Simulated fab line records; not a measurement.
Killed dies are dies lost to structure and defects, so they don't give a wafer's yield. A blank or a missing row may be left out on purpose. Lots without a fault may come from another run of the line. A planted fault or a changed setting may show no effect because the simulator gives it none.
Chamber matching ; flow n5 finfet ; 4 sister chambers for N5_BEOL_M2_ALD_98 on ald sin-02
The step deposits SiO2, target thk 2.5 nm, pulse time 1 s, co reactant pulse time 1 s. 4 wafers are shown with their chamber, then 8 later ones without.

WAFERS PAIRED WITH THEIR CHAMBERS
wafer;chamber;heater power w (W)
L083.2;2;84
L089.5;1;79
L089.6;0;68
L090.3;3;80

WAFERS MISSING THEIR CHAMBER
wafer;heater power w (W)
L090.4;78
L090.6;66
L091.1;81
L091.5;80
L091.6;79
L094.2;81
L094.4;69
L094.5;80

THE CHAMBER EACH PASSED THROUGH
wafer;from the rows above;in truth
L090.4;can't be placed: 1 or 3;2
L090.6;0;0
L091.1;can't be placed: 3 or 1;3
L091.5;can't be placed: 3 or 1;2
L091.6;can't be placed: 1 or 3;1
L094.2;can't be placed: 3 or 1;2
L094.4;0;0
L094.5;can't be placed: 3 or 1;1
Correct placement for 2 of the 8. Not placeable from these rows: 6 (in 3, the candidates include the true chamber). 0 placed wrongly.
How it was worked out, from the rows above alone: a wafer's distance from a chamber is the root of the sum, over the readings, of the square of ((its reading less the chamber's mean) divided by the reading's scatter). The wafer belongs to the nearest chamber; if the next one is less than 2 further off, it can't be placed. A chamber's mean is the mean of its shown wafers. The scatter (one wafer shown for each chamber): square how far every hidden wafer sits from the nearest shown wafer, average those squares and take the square root.
